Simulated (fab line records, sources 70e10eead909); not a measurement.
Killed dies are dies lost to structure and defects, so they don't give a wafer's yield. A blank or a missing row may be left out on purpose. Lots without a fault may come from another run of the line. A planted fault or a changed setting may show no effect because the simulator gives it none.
Chamber matching | flow nand_harc | NHARC_A_CHANNEL_FILL_D2_ETCHBACK_19 on rie_si-06: 4 sister chambers
The step etches the open film in HBr/Cl2, target depth 5 nm, time 1.7 s. 18 wafers are shown with their chamber, then 9 later ones without.

WAFERS WITH THEIR CHAMBER
wafer  | chamber | drypump_motor_current_A (A) | he_backside_leak_sccm (sccm) | throttle_valve_pct (%)
L077.1 | 1       | 5.3                         | 2.89                         | 26.404
L077.2 | 3       | 6.2                         | 3.04                         | 26.402
L077.6 | 0       | 5.3                         | 2.70                         | 26.392
L082.1 | 0       | 5.3                         | 2.83                         | 26.406
L082.3 | 1       | 5.3                         | 3.05                         | 26.412
L082.6 | 3       | 6.2                         | 2.92                         | 26.403
L086.2 | 3       | 6.2                         | 2.92                         | 26.404
L086.4 | 2       | 6.0                         | 2.50                         | 26.416
L086.5 | 1       | 5.3                         | 2.81                         | 26.402
L087.2 | 1       | 5.3                         | 3.08                         | 26.404
L087.5 | 1       | 5.3                         | 2.86                         | 26.401
L087.6 | 0       | 5.3                         | 2.84                         | 26.402
L091.2 | 0       | 5.3                         | 2.85                         | 26.405
L091.3 | 2       | 6.1                         | 2.33                         | 26.414
L091.5 | 1       | 5.3                         | 2.89                         | 26.406
L089.4 | 3       | 6.2                         | 3.19                         | 26.402
L089.5 | 0       | 5.3                         | 2.61                         | 26.404
L089.6 | 1       | 5.3                         | 2.80                         | 26.393

SIGNATURES (means of the wafers above)
reading                 | chamber 0 | chamber 1 | chamber 2 | chamber 3 | scatter within a chamber
drypump_motor_current_A | 5.300     | 5.300     | 6.050     | 6.200     | 0.0189
he_backside_leak_sccm   | 2.7660    | 2.9114    | 2.4150    | 3.0175    | 0.114
throttle_valve_pct      | 26.40180  | 26.40314  | 26.41500  | 26.40275  | 0.00486
Rule: a wafer's distance from a chamber is the root of the sum, over the readings, of the square of ((its reading less the chamber's mean) divided by the reading's scatter). The wafer belongs to the nearest chamber; if the next one is less than 2 further off, it can't be placed. The scatter: the root of (the sum of the squares of (reading less its chamber's mean) over the shown wafers, divided by (wafers less chambers)).

WAFERS WITHOUT THEIR CHAMBER
wafer  | drypump_motor_current_A (A) | he_backside_leak_sccm (sccm) | throttle_valve_pct (%)
L094.2 | 6.0                         | 2.42                         | 26.403
L094.4 | 5.3                         | 2.95                         | 26.407
L094.6 | 6.0                         | 2.50                         | 26.399
L095.3 | 5.3                         | 2.75                         | 26.406
L095.5 | 6.0                         | 2.43                         | 26.416
L095.6 | 6.2                         | 2.99                         | 26.420
L097.2 | 5.3                         | 2.67                         | 26.399
L097.3 | 6.0                         | 2.55                         | 26.408
L097.5 | 5.3                         | 2.85                         | 26.408

WHICH CHAMBER EACH WENT THROUGH
wafer  | from the rows above     | in truth
L094.2 | 2                       | 2
L094.4 | can't be placed: 1 or 0 | 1
L094.6 | 2                       | 2
L095.3 | can't be placed: 0 or 1 | 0
L095.5 | 2                       | 2
L095.6 | 3                       | 3
L097.2 | can't be placed: 0 or 1 | 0
L097.3 | 2                       | 2
L097.5 | can't be placed: 1 or 0 | 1
Placed correctly: 5 of 9. Can't be placed from these rows: 4 (the true chamber is among the candidates in 4). Placed wrongly: 0.
